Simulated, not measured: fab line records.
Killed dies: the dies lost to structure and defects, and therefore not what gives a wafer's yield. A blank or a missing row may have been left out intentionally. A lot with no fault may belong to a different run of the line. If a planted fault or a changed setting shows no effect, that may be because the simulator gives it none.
Which tool was responsible? | flow nand-harc | 6 lots, 18 wafers sampled, at 2 steps of a route of 1302

## WHAT THE GAUGES READ, wafer by wafer
NHARC_P_ZERO_WELL_CD_MEAS_24: target cd 720 nm.
lot  | measured     | on        | cd-nm (nm)
L359 | day 2 08:20  | cd-sem-03 | 720.0 719.3 720.1
L363 | day 4 00:20  | cd-sem-03 | 718.9 720.3 718.0
L373 | day 8 04:35  | cd-sem-01 | 719.3 719.8 717.7
L375 | day 9 00:27  | cd-sem-02 | 719.4 720.5 719.1
L377 | day 9 20:27  | cd-sem-03 | 720.7 718.6 719.0
L380 | day 11 02:28 | cd-sem-01 | 718.6 718.1 718.0

## WHAT TOOL EACH LOT RAN ON (gives the tool, then ch and the chambers of the sampled wafers, and finally the start)
lot  | NHARC_P_ZERO_WELL_DESCUM_13
L359 | rie-diel-03 ch 0,3, day 2 07:17
L363 | rie-diel-03 ch 0,2,3, day 3 23:17
L373 | rie-diel-10 ch 0,1,2, day 8 03:24
L375 | rie-diel-07 ch 1,2, day 8 23:23
L377 | rie-diel-10 ch 0,3, day 9 19:23
L380 | rie-diel-03 ch 0,1,2, day 11 01:21
- NHARC_P_ZERO_WELL_DESCUM_13: chemistry O2, time 3 s.

## THE ANSWER, worked out from the rows above alone
Rule: the usual values come from the lots themselves. Put in order of their means at a reading, lots are off if they are a third of the lots or fewer, leave a main group of 4 or more, and stand apart from it by a gap of 3 or more times the standard deviation of the main group's means; of several such gaps the widest counts. A main group is skipped when, at the precision printed for the reading in the tables above, its means are all equal. A lot without any number at a reading at which 4 lots or more have one is off too. The other lots that the step has rows for count as sound.
Nothing can be told from this: no lot is off at any reading shown.

## WHAT WAS PUT IN BY THE SIMULATOR
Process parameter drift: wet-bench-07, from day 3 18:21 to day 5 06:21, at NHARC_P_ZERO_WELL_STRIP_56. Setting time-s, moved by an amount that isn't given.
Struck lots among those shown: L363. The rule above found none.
